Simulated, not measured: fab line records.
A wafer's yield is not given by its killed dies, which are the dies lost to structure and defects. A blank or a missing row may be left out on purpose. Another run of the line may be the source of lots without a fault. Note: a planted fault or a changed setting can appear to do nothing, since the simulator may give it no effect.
Comparing a struck lot with a sound one :: flow n5 finfet :: 37 out of 1938 route steps
Sound: wafers L394.2, L394.3, L394.5. Wafers L390.1, L390.3, L390.5 were the ones struck. The cause is named last.
Per side, at each step with rows, come the tool, then ch with its chambers, and then its first start. Under that, the readings that differ: sound wafers :: struck wafers :: difference of the means :: sigmas: that difference in standard deviations of wafers without a fault.
alike: words and numbers the same on both sides, and readings whose means are apart by under 2 such deviations; not compared: readings that were withheld, readings missing a value for some wafer, numbers with overlapping values and no deviation given by the record, and bounds like >300 which may hide the same value.
The two part at a step that has a row with sigmas, a row that says differs or no value, or rows on one side only. Numbers that have no deviation but don't overlap get no sigmas and don't part them. A reading missing from all wafers of one side parts the sides only when that side holds two or more wafers.

first, 9 steps without rows for these wafers: N5_HKMG_FIN_EBR_45; N5_HKMG_FIN_SOFTBAKE_44 (time 60 s); N5_HKMG_FIN_EXPOSE_46 (exposes mask NDIPOLE); N5_HKMG_FIN_PEB_47 (peb time 60 s); N5_HKMG_FIN_DEVELOP_48 (develop time 30 s); N5_HKMG_FIN_DESCUM_53 (chemistry O2, time 7.9 s); N5_HKMG_FIN_ETCH_54 (etches SiARC in CF4, target depth 45.5 nm, time 75.8 s); N5_HKMG_FIN_ETCH_55 (etches SOC in N2/H2, target depth 240 nm, time 300 s); N5_HKMG_FIN_STRIP_56 (strips in N2/H2).
N5_HKMG_FIN_STRIP_57: strips in CF4.
  sound on rie diel-03 ch 0,1, day 7 16:20; struck on rie diel-03 ch 2,3, day 6 17:44
  no value came back on the struck wafers for any of 7 readings (bias power w (W), cf4 flow sccm (sccm) and others); on the sound wafers bias power w (W) reads 74.84 75.20 74.96
reading: model.SiARC_of_HKMG_FIN_COAT_42.thk nm (nm)
sound: 0 0 0
struck: 22 21.6 21.8
difference: +22
sigmas: 
  not compared: rf fwd power W, rf hours counter h
then, 3 steps without rows for these wafers: N5_HKMG_FIN_ETCH_58 (etches SOC in N2/H2, target depth 215.8 nm, time 741 s); N5_HKMG_FIN_STRIP_93 (strips SOC in N2/H2, time 20 s); N5_HKMG_FIN_WET_ETCH_76 (etches Al2O3 in dNH4OH, stops on La2O3, target depth 2.25 nm, rinse time 30 s).
N5_HKMG_FIN_STRIP_60: strips in N2/H2, time 360 s.
  sound on plasma asher-02 ch 0,1, day 7 16:56; struck on plasma asher-01 ch 1, day 6 18:20
reading: model.SOC_of_HKMG_FIN_COAT_41.thk nm (nm)
sound: 0 0 0
struck: 87.4 78.4 79.8
difference: +81.9
sigmas: 
  alike: drypump motor current A, h2 flow sccm, heater power w
  not compared: rf hours counter h
then, 19 steps without rows for these wafers: N5_HKMG_FIN_WET_ETCH_77 (etches La2O3 in dHCl, stops on HfO2, target depth 2 nm); N5_HKMG_FIN_WET_ETCH_78 (etches Al2O3 in dNH4OH, stops on La2O3, target depth 4.5 nm, rinse time 30 s); N5_HKMG_FIN_ALD_79 (deposits TiN, target thk 1.5 nm, pulse time 1 s, purge time 3 s); N5_HKMG_FIN_CVD_62 (deposits a-Si from Si2H6, target thk 3 nm, time 20.8 s); N5_HKMG_FIN_RTA_80 (time 2 s); N5_HKMG_FIN_PRECLEAN_64 (cleans in dHF, time 30 s); N5_HKMG_FIN_WET_ETCH_65 (etches a-Si in TMAH, stops on TiN, time 49 s, target depth 3 nm); N5_HKMG_FIN_WET_ETCH_81 (etches TiN in SC1, stops on HfO2, time 57 s, target depth 6 nm); N5_HKMG_FIN_WET_ETCH_82 (etches La2O3 in dHCl, stops on HfO2, target depth 2 nm, rinse time 30 s); N5_HKMG_FIN_ALD_36 (deposits TiN, target thk 1 nm, pulse time 1 s, purge time 3 s); N5_HKMG_FIN_PWFM_ALD_03 (deposits TiN, target thk 2 nm, pulse time 1 s, purge time 3 s); N5_HKMG_FIN_COAT_29 (time 60 s, resist thk 300 nm); N5_HKMG_FIN_COAT_30 (time 60 s, resist thk 35 nm); N5_HKMG_FIN_COAT_06 (resist thk 90 nm); N5_HKMG_FIN_EBR_08; N5_HKMG_FIN_SOFTBAKE_07 (time 60 s); N5_HKMG_FIN_EXPOSE_09 (exposes mask NWFM); N5_HKMG_FIN_PEB_10 (peb time 60 s); N5_HKMG_FIN_DEVELOP_11 (develop time 30 s).
N5_HKMG_FIN_INSPECT_14: inspects for defects (macro).
  struck on defect inspect-01, day 6 20:48; sound on defect inspect-01, day 7 19:17
reading: raw defect count
sound: 2 2 3
struck: 23 21 15
difference: +17
sigmas: +12
then, 1 step without rows for these wafers: N5_HKMG_FIN_DESCUM_17 (chemistry O2, time 7.9 s).
N5_BEOL_M4_RC_MEAS_101:
  the record has rows for the sound wafers here (prober-01 ch 0, day 11 15:26) and none for the struck ones
-- a jump in the record: the struck wafers' starts before and after are 9 days apart (it breaks off in module BEOL_M4 and resumes in module PASSIVATION, where the first step shown is number 1936 of the route) --
N5_PASSIVATION_PROBE_49:
  struck on prober-01, day 15 11:18; sound on prober-01, day 15 20:45
reading: defect limited yield (%)
sound: 91.4 90.2 89.3
struck: 0 0 0
difference: -90
sigmas: -69

reading: killed_at_M4_up
sound: 26 24 15
struck: 8 12 9
difference: -12
sigmas: -2

reading: killed at front end
sound: 37 40 54
struck: 1110 1119 1098
difference: +1065
sigmas: +97

reading: killed dies
sound: 102 116 126
struck: 1180 1180 1180
difference: +1065
sigmas: +71

reading: killed on rim
sound: 13 16 16
struck: 152 152 152
difference: +137
sigmas: +35

reading: sort_bin_5_function (%)
sound: 5.3 5.4 5.7
struck: 96.6 95.6 96.1
difference: +90.6
sigmas: +99 or more

reading: sort n pass
sound: 1078 1064 1054
struck: 0 0 0
difference: -1065
sigmas: -71

reading: sort yield pct (%)
sound: 91.4 90.2 89.3
struck: 0 0 0
difference: -90
sigmas: -69
  alike: killed_at_M0_to_M3, killed at contacts, killed at other, killed open, killed short, sort_bin_6_memory

## WHERE THEY PART
First at N5_HKMG_FIN_STRIP_57; last, within this record, at N5_PASSIVATION_PROBE_49.

WHY: the cause the simulator had injected
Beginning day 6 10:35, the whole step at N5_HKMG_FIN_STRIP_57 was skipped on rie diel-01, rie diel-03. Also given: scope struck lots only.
